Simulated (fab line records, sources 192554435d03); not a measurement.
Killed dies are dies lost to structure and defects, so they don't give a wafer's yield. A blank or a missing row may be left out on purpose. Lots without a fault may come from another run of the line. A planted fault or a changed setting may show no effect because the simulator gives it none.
Chamber matching | flow n5_finfet | N5_BEOL_M0_SAQP_ILD_DEP_01 on pecvd-04: 3 sister chambers
The step deposits SiOC from DEMS/O2, target thk 45.419 nm, time 8.7 s. 3 wafers are shown with their chamber, then 11 later ones without.

WAFERS WITH THEIR CHAMBER
wafer  | chamber | throttle_valve_pct (%)
L089.4 | 1       | 12.7
L089.6 | 0       | 11.1
L090.3 | 2       | 11.4

WAFERS WITHOUT THEIR CHAMBER
wafer  | throttle_valve_pct (%)
L090.4 | 12.7
L090.6 | 11.3
L093.2 | 11.4
L093.3 | 12.7
L093.4 | 11.3
L094.3 | 12.6
L094.5 | 12.6
L094.6 | 11.5
L097.3 | 11.3
L097.4 | 11.2
L097.5 | 11.3

WHICH CHAMBER EACH WENT THROUGH
wafer  | from the rows above     | in truth
L090.4 | 1                       | 1
L090.6 | can't be placed: 2 or 0 | 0
L093.2 | 2                       | 2
L093.3 | 1                       | 1
L093.4 | can't be placed: 2 or 0 | 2
L094.3 | 1                       | 1
L094.5 | 1                       | 1
L094.6 | 2                       | 2
L097.3 | can't be placed: 2 or 0 | 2
L097.4 | can't be placed: 0 or 2 | 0
L097.5 | can't be placed: 2 or 0 | 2
Placed correctly: 6 of 11. Can't be placed from these rows: 5 (the true chamber is among the candidates in 5). Placed wrongly: 0.
How it was worked out, from the rows above alone: a wafer's distance from a chamber is the root of the sum, over the readings, of the square of ((its reading less the chamber's mean) divided by the reading's scatter). The wafer belongs to the nearest chamber; if the next one is less than 2 further off, it can't be placed. A chamber's mean is the mean of its shown wafers. The scatter: with one shown wafer a chamber, the root of the mean of the squares of how far each hidden wafer lies from its nearest shown one.
